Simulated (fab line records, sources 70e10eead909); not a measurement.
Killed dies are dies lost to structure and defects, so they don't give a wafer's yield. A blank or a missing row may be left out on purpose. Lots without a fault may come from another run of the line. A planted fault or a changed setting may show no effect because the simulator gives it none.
fab line records | flow nand_harc
record lots=24 wafers=72 last_day=24
route steps=1159 shown P_BONDPAD@351 A_SOURCE_PLATE@423 A_CHANNEL_HOLE_D1@450 A_CHANNEL_FILL_D1@493
lots that met no fault: from a run of the same line without faults
start_h: hours from the record's first day to the start of the lot's first wafer shown | wait_h: hours since the lot's step before | " the same as in the row above | L1.1+2: a row that stands for several wafers | - no value, or no start given | * or withheld: withheld | < > ~ a bound
route shown NAME@n: a module of which the file shows steps, and the number in the route of the first | usual: mean/standard deviation of fault-free wafers | same: alike in all rows | chamber/n: place in a boat | sites: the reading at each site | _std_site: their standard deviation | _edge_site: outer sites' mean less inner sites' | radius_mm: how far each site lies from the wafer's centre | mask NAME#n: copy n | behind: the tool/chamber that last shaped the wafer | hold: why the lot was held/for how many hours/how that ended | device: the transistor (n, p or np) that didn't switch | end of line: the same wafers' tests at the end of the route | a step without rows: its recipe alone | killed: dies lost to structure and defects at the first sort, not the wafer's yield | map: a wafer's dies, x killed, . not, _ none there
set.NAME: the setting as run; set.NAME@STEP: as run at that earlier step | model.NAME: the simulator's own value behind a step, which no gauge read
steps of the route over a sample of lots; a table a step, a row a wafer
services: from which hour (start_h, from the record's first day; less than 0 if before it) a tool's chamber was out of use, for how many hours, and why
## steps
# step NHARC_P_BONDPAD_DEP_00
# recipe target_thk_a=2500 temp_c=370 target_thk_nm=250 pressure_torr=3 flow_sccm=200 rf_w=450 material=SiCN
# usual heater_power_outer_w=312/50 heater_power_w=568/78 rf_fwd_power_W=449.1/1.4
# columns lot.wafer tool chamber start_h wait_h heater_power_outer_w heater_power_w rf_fwd_power_W
L075.3 pecvd-04 2 139.60 - 332 601 448.2
L075.1 " 0 " " 276 485 449.7
L075.6 " 0 " " 273 487 448.9
L074.3 pecvd-04 1 141.71 - 345 643 450.3
L074.2 " 2 " " 278 529 449.9
L074.5 " 0 " " 245 445 448.7
L076.2 pecvd-01 1 - - 358 617 448.3
L076.3 " 2 " " 216 463 450.4
L076.4 " 0 " " 295 541 450.3
L078.1 pecvd-01 0 152.83 - 324 585 448.7
L078.4 " 0 " " 330 597 450.9
L078.5 " 1 " " 332 583 448.3
L077.3 pecvd-04 0 153.44 - 242 430 448.8
L077.6 " 1 " " 405 729 448.7
L077.5 " 2 " " 330 577 446.4
L079.5 pecvd-01 1 - - 300 559 450.6
L079.6 " 2 " " 290 542 449.3
L079.4 " 0 " " 339 588 446.8
L080.2 pecvd-01 2 - - 233 459 448.1
L080.4 " 0 " " 367 627 450.4
L080.5 " 1 " " 263 507 447.4
L081.2 pecvd-01 2 171.68 - 255 504 448.0
L081.6 " 0 " " 307 563 447.1
L081.5 " 2 " " 259 515 447.0
L082.1 pecvd-04 2 - - 356 630 449.8
L082.4 " 0 " " 237 437 448.4
L082.5 " 1 " " 354 663 446.5
L083.3 pecvd-02 0 - - 285 528 450.8
L083.1 " 2 " " 321 572 450.7
L083.5 " 1 " " 416 742 449.2
L084.1 pecvd-04 1 188.18 - 311 582 446.6
L084.5 " 0 " " 213 411 448.8
L084.6 " 1 " " 325 611 448.5
L088.1 pecvd-01 1 - - 329 585 451.5
L088.5 " 2 " " 278 539 449.2
L088.4 " 1 " " 352 601 449.2
L087.1 pecvd-02 0 - - 274 526 450.7
L087.3 " 2 " " 269 495 448.5
L087.5 " 0 " " 283 543 451.9
L086.1 pecvd-01 0 - - 334 589 448.5
L086.6 " 2 " " 280 540 448.4
L086.5 " 1 " " 276 508 451.3
L085.1 pecvd-02 0 208.17 - 309 571 446.6
L085.3 " 1 " " 330 623 449.9
L085.5 " 1 " " 352 632 450.1
L089.3 pecvd-04 2 218.54 - 304 541 448.5
L089.5 " 0 " " 253 435 450.0
L089.4 " 2 " " 320 567 449.3
L090.1 pecvd-02 0 225.92 - 268 526 450.5
L090.3 " 1 " " 380 677 448.1
L090.5 " 2 " " 265 480 450.1
L091.1 pecvd-01 2 227.17 - 238 480 448.1
L091.3 " 0 " " 365 654 450.5
L091.6 " 2 " " 241 484 448.8
L093.3 pecvd-02 1 241.37 - 393 697 448.6
L093.6 " 0 " " 316 574 448.3
L093.4 " 1 " " 408 695 447.2
L092.2 pecvd-02 0 246.23 - 307 573 450.0
L092.1 " 1 " " 378 713 446.7
L092.6 " 0 " " 310 565 448.2
L094.3 pecvd-02 0 247.00 - 255 499 448.8
L094.1 " 1 " " 407 728 451.9
L094.6 " 0 " " 261 511 450.6
L096.1 pecvd-04 1 255.37 - 350 645 450.8
L096.2 " 2 " " 333 580 450.2
L096.5 " 1 " " 346 651 449.3
L095.4 pecvd-01 2 255.50 - 291 572 451.2
L095.6 " 0 " " 338 578 448.7
L095.5 " 1 " " 273 500 448.1
L097.2 pecvd-02 0 262.15 - 320 588 447.6
L097.1 " 1 " " 385 716 449.4
L097.5 " 1 " " 386 702 452.1
# step NHARC_P_BONDPAD_DESCUM_11
# recipe time_s=3 o2_flow_sccm=200 ar_flow_sccm=0 bias_power_w=0 chemistry=O2
# usual drypump_motor_current_A=6.1/0.34 oes_product_au=1.005/0.0092 rf_vpp_V=57.7/0.9 showerhead_plenum_p_Torr=1.88/0.11 throttle_valve_pct=11.312/0.0094
# same time_s=3
# columns lot.wafer tool chamber start_h wait_h drypump_motor_current_A oes_product_au rf_hours_counter_h rf_vpp_V showerhead_plenum_p_Torr throttle_valve_pct
L075.1 rie_diel-13 3 141.04 - 5.9 1.018 3 58.1 1.87 11.291
L075.3 " 2 " " 6.5 1.013 3 56.9 1.80 11.308
L075.6 " 0 " " 6.0 1.008 - 56.4 1.78 11.306
L074.3 rie_diel-13 2 143.12 - 6.5 1.016 3 57.4 1.80 11.323
L074.2 " 3 " " 5.9 1.012 3 58.4 1.87 11.306
L074.5 " 2 " " 6.5 1.003 - 58.2 1.80 11.333
L076.3 rie_diel-13 1 150.47 - 6.2 0.989 4 56.7 2.06 11.319
L076.4 " 2 " " 6.5 1.010 4 56.6 1.80 11.316
L076.2 " 0 " " 6.0 1.015 4 57.2 1.78 11.326
L078.4 rie_diel-05 3 154.28 - 4.8 1.005 56 57.6 1.87 11.325
L078.1 " 1 " " 6.0 1.008 54 57.5 1.86 11.321
L078.5 " 3 " " 4.8 1.004 - 57.6 1.87 11.312
L077.3 rie_diel-13 3 154.67 - 5.9 1.007 4 57.5 1.87 11.314
L077.5 " 2 " " 6.5 1.006 - 55.9 1.80 11.314
L077.6 " 3 " " 5.9 0.999 - 58.1 1.87 11.320
L079.4 rie_diel-13 3 159.26 - 5.9 1.024 4 58.2 1.87 11.303
L079.5 " 0 " " 6.0 1.023 - 57.5 1.78 11.310
L079.6 " 1 " " 6.2 1.017 - 58.2 2.06 11.307
L080.4 rie_diel-13 2 163.44 - 6.5 1.009 5 57.6 1.80 11.323
L080.2 " 0 " " 6.0 1.014 5 56.0 1.78 11.314
L080.5 " 2 " " 6.5 1.010 - 57.6 1.80 11.335
L081.2 rie_diel-05 1 172.93 - 6.0 1.017 0 57.7 1.86 11.316
L081.6 " 2 " " 6.3 1.006 - 59.0 2.08 11.318
L081.5 " 3 " " 4.8 1.014 - 56.7 1.87 11.295
L082.1 rie_diel-13 2 183.11 - 6.5 1.010 7 57.1 1.80 11.319
L082.4 " 3 " " 5.9 1.015 6 58.3 1.87 11.315
L082.5 " 1 " " 6.2 0.989 - 59.2 2.06 11.314
L083.3 rie_diel-13 1 186.50 - 6.2 1.001 8 58.2 2.06 11.316
L083.1 " 3 " " 5.9 1.005 7 57.3 1.87 11.313
L083.5 " 1 " " 6.2 1.006 - 58.3 2.06 11.302
L084.1 rie_diel-13 2 189.54 - 6.5 1.003 8 56.7 1.80 11.314
L084.5 " 1 " " 6.2 0.995 - 58.8 2.05 11.304
L084.6 " 2 " " 6.5 1.000 - 56.2 1.80 11.304
L088.4 rie_diel-02 0 202.75 - 6.3 1.013 19 57.0 1.88 11.296
L088.1 " 2 " " 5.7 1.008 16 56.6 1.83 11.322
L088.5 " 1 " " 5.7 1.004 - 57.3 1.95 11.311
L087.3 rie_diel-13 3 207.98 - 5.9 0.985 9 57.7 1.87 11.324
L087.1 " 0 " " 6.0 1.006 10 58.2 1.78 11.324
L087.5 " 1 " " 6.2 0.990 - 58.8 2.05 11.305
L086.1 rie_diel-02 1 208.43 - 5.7 1.003 21 58.0 1.95 11.314
L086.6 " 0 " " 6.3 1.018 - 58.3 1.88 11.302
L086.5 " 1 " " 5.7 1.016 - 58.7 1.95 11.310
L085.1 rie_diel-13 0 209.62 - 6.0 1.008 11 55.8 1.78 11.314
L085.3 " 3 " " 5.8 0.969 10 58.7 1.87 11.305
L085.5 " 0 " " 6.0 1.002 - 56.8 1.78 11.322
L089.4 rie_diel-13 3 219.94 - 5.9 1.002 10 59.2 1.87 11.320
L089.3 " 1 " " 6.2 0.989 12 58.7 2.05 11.318
L089.5 " 2 " " 6.5 1.009 - 57.9 1.80 11.330
L090.3 rie_diel-13 0 227.26 - 6.0 1.005 12 56.6 1.78 11.319
L090.1 " 1 " " 6.2 1.001 13 59.1 2.05 11.311
L090.5 " 3 " " 5.9 0.991 - 58.2 1.87 11.320
L091.1 rie_diel-13 0 228.57 - 6.1 1.005 13 56.7 1.78 11.300
L091.3 " 1 " " 6.2 0.993 13 58.4 2.05 11.311
L091.6 " 0 " " 6.1 1.014 - 55.7 1.78 11.342
L093.4 rie_diel-13 0 242.71 - 6.0 1.010 14 58.3 1.78 11.307
L093.3 " 1 " " 6.2 0.998 14 58.6 2.05 11.313
L093.6 " 1 " " 6.2 1.004 - 57.5 2.05 11.301
L092.1 rie_diel-13 1 247.64 - 6.3 1.001 15 58.7 2.05 11.302
L092.2 " 2 " " 6.5 1.009 14 57.0 1.80 11.307
L092.6 " 0 " " 6.0 0.997 - 57.6 1.77 11.311
L094.3 rie_diel-13 2 248.47 - 6.5 1.015 14 58.2 1.80 11.303
L094.1 " 3 " " 5.9 1.004 14 58.6 1.87 11.320
L094.6 " 0 " " 6.0 1.017 - 57.4 1.77 11.313
L096.1 rie_diel-13 1 256.76 - 6.2 1.001 16 57.4 2.05 11.306
L096.2 " 3 " " 5.9 0.991 15 56.8 1.87 11.301
L096.5 " 1 " " 6.2 0.998 - 58.0 2.05 11.305
L095.4 rie_diel-13 3 256.86 - 5.9 0.989 - 58.0 1.87 11.319
L095.5 " 0 " " 6.0 1.009 - 56.5 1.77 11.308
L095.6 " 1 " " 6.2 0.995 - 57.5 2.05 11.311
L097.2 rie_diel-13 0 263.60 - 6.0 1.015 16 56.6 1.77 11.322
L097.1 " 1 " " 6.2 1.007 17 59.6 2.05 11.304
L097.5 " 2 " " 6.5 0.999 - 58.5 1.80 11.306
# step NHARC_A_SOURCE_PLATE_INSPECT_08
# usual raw_defect_count=57/25
# columns lot.wafer tool chamber start_h wait_h raw_defect_count
L075.1 defect_inspect-01 - 167.98 0.0 55
L075.3 " - " " 46
L075.6 " - " " 48
L074.2 defect_inspect-02 - 167.99 0.1 49
L074.3 " - " " 52
L074.5 " - " " 46
L078.1 defect_inspect-01 - 177.26 0.0 26
L078.4 " - " " 37
L078.5 " - " " 71
L076.2 defect_inspect-02 - 177.28 0.0 47
L076.3 " - " " 38
L076.4 " - " " 55
L079.4 defect_inspect-02 - 182.27 0.0 52
L079.5 " - " " 46
L079.6 " - " " 59
L077.3 defect_inspect-01 - 182.29 0.0 70
L077.5 " - " " 94
L077.6 " - " " 92
L080.2 defect_inspect-01 - 189.34 0.0 24
L080.4 " - " " 46
L080.5 " - " " 45
L081.2 defect_inspect-02 - 198.86 0.0 39
L081.5 " - " " 29
L081.6 " - " " 25
L084.1 defect_inspect-01 - 215.09 0.0 53
L084.5 " - " " 45
L084.6 " - " " 48
L082.1 defect_inspect-02 - 215.09 0.0 98
L082.4 " - " " 34
L082.5 " - " " 58
L083.1 defect_inspect-01 - 215.10 0.0 78
L083.3 " - " " 98
L083.5 " - " " 65
L087.1 defect_inspect-02 - 231.50 0.0 50
L087.3 " - " " 21
L087.5 " - " " 57
L088.1 defect_inspect-01 - 231.50 0.0 54
L088.4 " - " " 28
L088.5 " - " " 49
L086.1 defect_inspect-01 - 231.50 0.0 51
L086.5 " - " " 64
L086.6 " - " " 76
L085.1 defect_inspect-01 - 235.64 0.0 82
L085.3 " - " " 83
L085.5 " - " " 54
L089.3 defect_inspect-01 - 246.68 0.0 66
L089.4 " - " " 62
L089.5 " - " " 37
L091.1 defect_inspect-01 - 253.53 0.0 50
L091.3 " - " " 39
L091.6 " - " " 43
L090.1 defect_inspect-02 - 253.53 0.0 70
L090.3 " - " " 42
L090.5 " - " " 69
L093.3 defect_inspect-02 - 271.88 0.0 18
L093.4 " - " " 30
L093.6 " - " " 32
L094.1 defect_inspect-01 - 271.88 0.0 61
L094.3 " - " " 49
L094.6 " - " " 98
L092.1 defect_inspect-02 - 271.92 0.0 37
L092.2 " - " " 50
L092.6 " - " " 50
L095.4 defect_inspect-01 - 282.96 0.0 65
L095.5 " - " " 58
L095.6 " - " " 47
L096.1 defect_inspect-02 - 282.98 0.0 55
L096.2 " - " " 86
L096.5 " - " " 48
L097.1 defect_inspect-02 - 292.07 0.0 148
L097.2 " - " " 81
L097.5 " - " " 68
# step NHARC_A_CHANNEL_HOLE_D1_DEP_00
# recipe target_thk_a=31000 temp_c=400 material=aC
# usual throttle_valve_pct=35.001/0.0082
# columns lot.wafer tool chamber start_h wait_h throttle_valve_pct
L074.2 acl_dep-03 0 185.37 1.9 35.004
L074.3 " 0 " " 35.003
L074.5 " 0 " " 34.992
L075.1 acl_dep-02 0 186.77 3.0 35.007
L075.3 " 0 " " 35.007
L075.6 " 0 " " 34.995
L078.1 acl_dep-02 0 192.50 2.5 34.987
L078.4 " 0 " " 35.013
L078.5 " 0 " " 34.989
L076.2 acl_dep-01 0 193.25 3.2 34.989
L076.3 " 0 " " 34.992
L076.4 " 0 " " 35.010
L079.4 acl_dep-02 0 197.55 2.5 35.001
L079.5 " 0 " " 34.994
L079.6 " 0 " " 35.001
L077.3 acl_dep-01 0 197.68 2.5 35.002
L077.5 " 0 " " 35.001
L077.6 " 0 " " 34.991
L080.2 acl_dep-03 0 202.45 0.4 34.994
L080.4 " 0 " " 34.991
L080.5 " 0 " " 34.998
L081.2 acl_dep-01 0 212.97 1.4 35.015
L081.5 " 0 " " 34.995
L081.6 " 0 " " 35.008
L083.1 acl_dep-01 0 227.96 0.1 35.003
L083.3 " 0 " " 35.000
L083.5 " 0 " " 35.000
L082.1 acl_dep-02 0 229.67 1.8 34.992
L082.4 " 0 " " 34.987
L082.5 " 0 " " 34.990
L084.1 acl_dep-01 0 229.89 1.7 35.005
L084.5 " 0 231.16 3.0 35.013
L084.6 " 0 " " 35.016
L088.1 acl_dep-01 0 247.01 1.4 34.992
L088.4 " 0 " " 34.993
L088.5 " 0 " " 34.992
L087.1 acl_dep-03 0 247.23 1.4 35.004
L087.3 " 0 " " 35.015
L087.5 " 0 " " 34.991
L086.1 acl_dep-01 0 248.86 2.8 34.997
L086.5 " 0 250.14 4.1 34.999
L086.6 " 0 " " 35.001
L085.1 acl_dep-03 0 249.31 0.1 35.003
L085.3 " 0 " " 34.992
L085.5 " 0 " " 35.007
L089.3 acl_dep-02 0 264.10 0.7 35.001
L089.4 " 0 " " 34.998
L089.5 " 0 " " 35.008
L090.1 acl_dep-03 0 266.81 0.2 35.010
L090.3 " 0 " " 34.997
L090.5 " 0 " " 35.000
L091.1 acl_dep-01 0 267.52 0.9 35.004
L091.3 " 0 " " 34.992
L091.6 " 0 " " 34.998
L094.1 acl_dep-03 0 284.85 0.1 35.001
L094.3 " 0 " " 34.984
L094.6 " 0 " " 35.015
L092.1 acl_dep-01 0 285.08 0.1 35.003
L092.2 " 0 " " 34.993
L092.6 " 0 286.67 1.6 35.005
L093.3 acl_dep-02 0 285.47 0.7 35.003
L093.4 " 0 " " 34.993
L093.6 " 0 " " 35.000
L095.4 acl_dep-03 0 297.38 1.6 34.995
L095.5 " 0 " " 35.009
L095.6 " 0 " " 35.006
L096.1 acl_dep-02 0 298.27 2.0 34.987
L096.2 " 0 " " 35.004
L096.5 " 0 " " 35.003
L097.1 acl_dep-03 0 307.73 2.8 34.992
L097.2 " 0 " " 35.007
L097.5 " 0 " " 34.980
# step NHARC_A_CHANNEL_HOLE_D1_OVL_MEAS_11
# usual overlay_x_nm=0.2/0.79 overlay_y_nm=0.0/0.89
# columns lot.wafer tool chamber start_h wait_h overlay_x_nm overlay_y_nm
L074.2 overlay-01 - 187.81 - 0.6 -1.7
L074.3 " - " " 0.6 -1.2
L074.5 " - " " 0.3 -1.5
L075.1 overlay-02 - 189.40 - -1.0 -1.2
L075.3 " - " " -1.5 -1.7
L075.6 " - " " -1.3 -1.4
L078.1 overlay-02 - 195.25 - 0.3 -1.1
L078.4 " - " " 0.3 -0.9
L078.5 " - " " -0.1 -1.0
L076.2 overlay-01 - 195.68 - -0.3 0.0
L076.3 " - " " -0.2 -0.4
L076.4 " - " " 0.1 -0.4
L079.4 overlay-01 - 199.48 - 1.6 0.6
L079.5 " - " " 1.6 0.6
L079.6 " - " " 1.0 0.7
L077.3 overlay-02 - 199.78 - 0.3 1.0
L077.5 " - " " -0.5 0.7
L077.6 " - " " -0.4 1.3
L080.2 overlay-01 - 204.78 - -0.2 0.0
L080.4 " - " " -1.1 0.1
L080.5 " - " " -0.8 -0.3
L081.2 overlay-02 - 215.32 - 0.0 -0.7
L081.5 " - " " 0.0 -0.7
L081.6 " - " " 0.2 -0.1
L083.1 overlay-01 - 230.72 - 0.9 -0.5
L083.3 " - " " 0.7 -0.5
L083.5 " - " " -0.2 0.6
L082.1 overlay-01 - 232.41 - 2.1 0.5
L082.4 " - " " 2.6 0.1
L082.5 " - " " 2.2 0.3
L084.1 overlay-02 - 232.62 - 0.9 -0.6
L084.5 " - " " 0.5 0.3
L084.6 " - " " -0.1 0.1
L088.1 overlay-01 - 249.57 - 0.4 -0.4
L088.4 " - " " 0.3 -0.8
L088.5 " - " " 0.0 -0.8
L087.1 overlay-02 - 249.97 - 0.9 1.7
L087.3 " - " " 1.5 1.3
L087.5 " - " " 1.3 1.6
L086.1 overlay-01 - 251.68 - 0.0 1.3
L086.5 " - " " -0.1 1.6
L086.6 " - " " 0.3 1.6
L085.1 overlay-01 - 252.05 - 0.6 -0.1
L085.3 " - " " 0.4 0.2
L085.5 " - " " 0.0 0.8
L089.3 overlay-02 - 266.09 - 0.4 0.3
L089.4 " - " " -0.1 0.3
L089.5 " - " " 0.2 0.1
L090.1 overlay-01 - 269.54 - -0.7 0.6
L090.3 " - " " -1.5 -0.2
L090.5 " - " " -1.1 0.0
L091.1 overlay-01 - 270.42 - 0.4 -1.0
L091.3 " - " " -0.4 -1.1
L091.6 " - " " 0.6 -1.3
L093.3 overlay-02 - 287.42 - -0.9 1.2
L093.4 " - " " -0.3 0.8
L093.6 " - " " -0.4 0.8
L094.1 overlay-01 - 287.58 - 0.9 -0.5
L094.3 " - " " 0.3 -1.0
L094.6 " - " " 0.2 -0.9
L092.1 overlay-02 - 287.81 - 0.7 -0.3
L092.2 " - " " 1.4 0.1
L092.6 " - " " 1.0 -0.1
L095.4 overlay-01 - 299.39 - 0.0 0.0
L095.5 " - " " -0.1 -0.7
L095.6 " - " " 0.2 0.1
L096.1 overlay-01 - 300.89 - -0.7 0.8
L096.2 " - " " -0.6 0.4
L096.5 " - " " -0.8 0.6
L097.1 overlay-02 - 310.47 - -0.5 -0.7
L097.2 " - " " -0.3 -0.3
L097.5 " - " " 0.0 0.0
# step NHARC_A_CHANNEL_FILL_D1_ALD_03
# recipe target_thk_a=60 pulse_time_s=60 ald_cycles=58 temp_c=630 pressure_torr=2 material=SiNx
# usual precursor_pulse_height_rel=1.002/0.021
# columns lot.wafer tool chamber start_h wait_h precursor_pulse_height_rel
L074.2 ald_sin_batch-01 0 - - 1.035
L074.3 " 0 " " 1.003
L074.5 " 0 " " 1.029
L075.1 ald_sin_batch-01 0 - - 1.038
L075.3 " 0 " " 1.012
L075.6 " 0 " " 0.989
L076.2 ald_sin_batch-02 0 - - 1.018
L076.3 " 0 " " 1.001
L076.4 " 0 " " 1.038
L078.1 ald_sin_batch-02 0 - - 1.007
L078.4 " 0 " " 0.987
L078.5 " 0 " " 1.006
L077.3 ald_sin_batch-01 0 - - 0.989
L077.5 " 0 " " 1.001
L077.6 " 0 " " 1.028
L079.4 ald_sin_batch-01 0 - - 1.000
L079.5 " 0 " " 0.967
L079.6 " 0 " " 0.989
L080.2 ald_sin_batch-01 0 - - 1.004
L080.4 " 0 " " 0.992
L080.5 " 0 " " 0.976
L081.2 ald_sin_batch-02 0 - - 1.009
L081.5 " 0 " " 1.029
L081.6 " 0 " " 1.007
L082.1 ald_sin_batch-03 0 - - 1.021
L082.4 " 0 " " 1.010
L082.5 " 0 " " 0.988
L083.1 ald_sin_batch-03 0 - - 0.986
L083.3 " 0 " " 1.001
L083.5 " 0 " " 0.977
L084.1 ald_sin_batch-02 0 - - 1.000
L084.5 " 0 " " 0.998
L084.6 " 0 " " 0.994
L087.1 ald_sin_batch-03 0 - - 1.010
L087.3 " 0 " " 1.024
L087.5 " 0 " " 1.016
L088.1 ald_sin_batch-03 0 - - 0.972
L088.4 " 0 " " 0.996
L088.5 " 0 " " 1.008
L085.1 ald_sin_batch-01 0 - - 0.995
L085.3 " 0 " " 1.007
L085.5 " 0 " " 0.986
L086.1 ald_sin_batch-01 0 - - 0.977
L086.5 " 0 " " 1.002
L086.6 " 0 " " 0.983
L089.3 ald_sin_batch-03 0 - - 0.972
L089.4 " 0 " " 1.048
L089.5 " 0 " " 1.026
L090.1 ald_sin_batch-01 0 - - 1.016
L090.3 " 0 " " 0.969
L090.5 " 0 " " 0.994
L091.1 ald_sin_batch-01 0 - - 1.025
L091.3 " 0 " " 1.021
L091.6 " 0 " " 1.010
L093.3 ald_sin_batch-02 0 - - 1.015
L093.4 " 0 " " 1.011
L093.6 " 0 " " 0.988
L094.1 ald_sin_batch-02 0 - - 0.979
L094.3 " 0 " " 0.982
L094.6 " 0 " " 0.992
L092.1 ald_sin_batch-03 0 - - 0.982
L092.2 " 0 " " 0.956
L092.6 " 0 " " 1.030
L095.4 ald_sin_batch-03 0 - - 1.046
L095.5 " 0 " " 0.981
L095.6 " 0 " " 1.043
L096.1 ald_sin_batch-03 0 - - 1.009
L096.2 " 0 " " 1.008
L096.5 " 0 " " 1.013
L097.1 ald_sin_batch-02 0 - - 0.986
L097.2 " 0 " " 1.021
L097.5 " 0 " " 1.006
## services
# columns tool chamber start_h hours kind
pecvd-02 1 117.31 6.2 repair
rie_diel-05 2 120.03 6.4 repair
rie_diel-05 2 139.06 1.9 repair
rie_diel-02 - 150.84 9.0 pm
pecvd-02 - 153.19 13.0 pm
acl_dep-01 - 159.09 9.5 repair
rie_diel-05 3 162.13 6.2 repair
rie_diel-05 - 163.75 9.0 pm
acl_dep-02 - 169.09 13.0 pm
rie_diel-13 - 174.85 0.5 repair
rie_diel-02 3 182.72 15.7 repair
rie_diel-02 2 194.55 5.0 repair
pecvd-04 - 195.04 13.0 pm
acl_dep-02 - 209.83 1.1 repair
rie_diel-13 2 209.92 5.3 repair
acl_dep-03 - 224.59 13.0 pm
pecvd-01 - 237.00 13.0 pm
ald_sin_batch-01 - 240.85 1.9 repair
acl_dep-02 - 247.06 0.3 repair
rie_diel-13 2 252.72 7.3 repair
rie_diel-13 - 276.00 9.0 pm
acl_dep-01 - 293.62 13.0 pm
pecvd-04 0 299.85 14.3 repair
ald_sin_batch-03 - 314.00 26.0 pm
## key
fault none
